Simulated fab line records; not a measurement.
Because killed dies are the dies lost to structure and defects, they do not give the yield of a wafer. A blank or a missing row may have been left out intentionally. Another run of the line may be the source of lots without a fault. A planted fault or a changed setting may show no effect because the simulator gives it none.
Struck lot and sound lot, side by side + flow n5-finfet + 30 steps out of a route of 1938
Sound: wafers L278.1, L278.2, L278.6. Struck: wafers L279.1, L279.3, L279.6. The cause comes at the end.
At each step with rows: each side's tool, then ch and its chambers, then its first start. Under that, the readings that differ: sound wafers + struck wafers + difference of the means + sigmas: that difference in standard deviations of wafers without a fault.
alike: same words and numbers on both sides, and readings whose means sit less than 2 such deviations apart. not compared: any withheld reading, any reading some wafer has no value for, any bound like >300 that may hide the same value, and any number with overlapping values for which the record gives no deviation.
A row with sigmas, a row that says differs or no value, or rows on one side alone: a step with any of these is where the two part. Non-overlapping numbers with no deviation appear without sigmas and do not part them. A reading that every wafer of one side lacks parts them only if that side has two wafers or more.

first, 12 steps without rows for these wafers: N5_SD_EPI_N_STRIP_36 (strips in N2/H2); N5_SD_EPI_N_ETCHBACK_44 (etches SiNx in CH3F/O2, stops on SiO2, target depth 14.5 nm); N5_SD_EPI_N_ETCH_45 (etches SiOCN in CH3F/O2, target depth 6 nm); N5_SD_EPI_N_ETCH_16 (etches SiO2 in CHF3/O2, target depth 5 nm); N5_SD_EPI_N_STRIP_47 (strips in CHF3/O2); N5_SD_EPI_N_SD_RECESS_17 (chemistry HBr/Cl2/O2, target depth 41 nm, time 23.7 s, bt time 3 s); N5_SD_EPI_N_STRIP_38 (strips in N2/H2); N5_SD_EPI_N_WET_ETCH_43 (etches SiO2 in dHF, time 14 s, target depth 1.5 nm); N5_SD_EPI_N_STRIP_18 (strips in SPM, time 750 s); N5_SD_EPI_N_SRD_20 (time 30 s); N5_SD_EPI_N_PRECLEAN_48 (cleans in NF3:NH3, afs cycles 2, time 20 s, sublimation time 60 s); N5_SD_EPI_N_VAPOR_ETCH_50 (etches Si in HCl, time 54 s).
N5_SD_EPI_N_EPI_21: deposits Si:P, time 690 s.
  sound on epi-rpcvd-01 ch 0, day 5 08:44; struck on epi-rpcvd-01 ch 0, day 5 14:13
  alike: susceptor-temp-C
then, 4 steps without rows for these wafers: N5_SD_EPI_N_PRECLEAN_24 (cleans in O3/DIW, time 60 s); N5_SD_EPI_N_SRD_25 (time 30 s); N5_SD_EPI_N_PRECLEAN_49 (cleans in NF3:NH3, afs cycles 1, time 20 s, sublimation time 60 s); N5_SD_EPI_N_LINER_46 (material SiNx, target thk 3 nm).
N5_SD_EPI_N_INSPECT_26: inspects for defects (darkfield).
  struck on defect-inspect-01, day 5 17:54; sound on defect-inspect-02, day 5 11:12
| reading          | sound       | struck         | difference | sigmas |
|------------------|-------------|----------------|------------|--------|
| raw-defect-count | 185 198 193 | 1368 1356 1314 | +1154      | +33    |
then, 8 steps without rows for these wafers: N5_SD_EPI_P_COAT_34 (time 60 s, resist thk 350 nm); N5_SD_EPI_P_COAT_35 (time 60 s, resist thk 35 nm); N5_SD_EPI_P_COAT_03 (resist thk 150 nm); N5_SD_EPI_P_EBR_05; N5_SD_EPI_P_SOFTBAKE_04 (time 60 s); N5_SD_EPI_P_EXPOSE_06 (exposes mask SD P BLK, target cd 240 nm); N5_SD_EPI_P_PEB_07 (peb time 60 s); N5_SD_EPI_P_DEVELOP_08 (develop time 30 s).
N5_SD_EPI_P_INSPECT_11: inspects for defects (macro).
  struck on defect-inspect-02, day 5 18:21; sound on defect-inspect-01, day 5 11:39
| reading          | sound | struck         | difference | sigmas |
|------------------|-------|----------------|------------|--------|
| raw-defect-count | 2 4 3 | >300 >300 >300 | differs    |        |
then, 1 step without rows for these wafers: N5_SD_EPI_P_DESCUM_14 (chemistry O2, time 7.9 s).
-- the record jumps here: 7 days lie between the struck wafers' starts before and after (it left off in module SD_EPI_P and takes up again in module BEOL_M4, whose first step shown is number 1111 of the route) --
N5_BEOL_M4_RC_MEAS_101:
  sound on prober-01 ch 0, day 13 12:00; struck on prober-01 ch 0, day 12 19:11
  alike: DIBL_N, DIBL_P, IOFF_N, IOFF_P, ION_N, ION_P, SS_N, SS_P, VT_N, VT_P
-- a jump in the record: the struck wafers' starts before and after are 5 days apart (it breaks off in module BEOL_M4 and resumes in module PASSIVATION, where the first step shown is number 1936 of the route) --
N5_PASSIVATION_PROBE_49:
  only the struck wafers here have rows in the record (prober-02, day 17 09:19); the sound ones have none

== WHERE THEY PART ==
First at N5_SD_EPI_N_INSPECT_26; last, within this record, at N5_PASSIVATION_PROBE_49.

WHY: what the simulator had put in
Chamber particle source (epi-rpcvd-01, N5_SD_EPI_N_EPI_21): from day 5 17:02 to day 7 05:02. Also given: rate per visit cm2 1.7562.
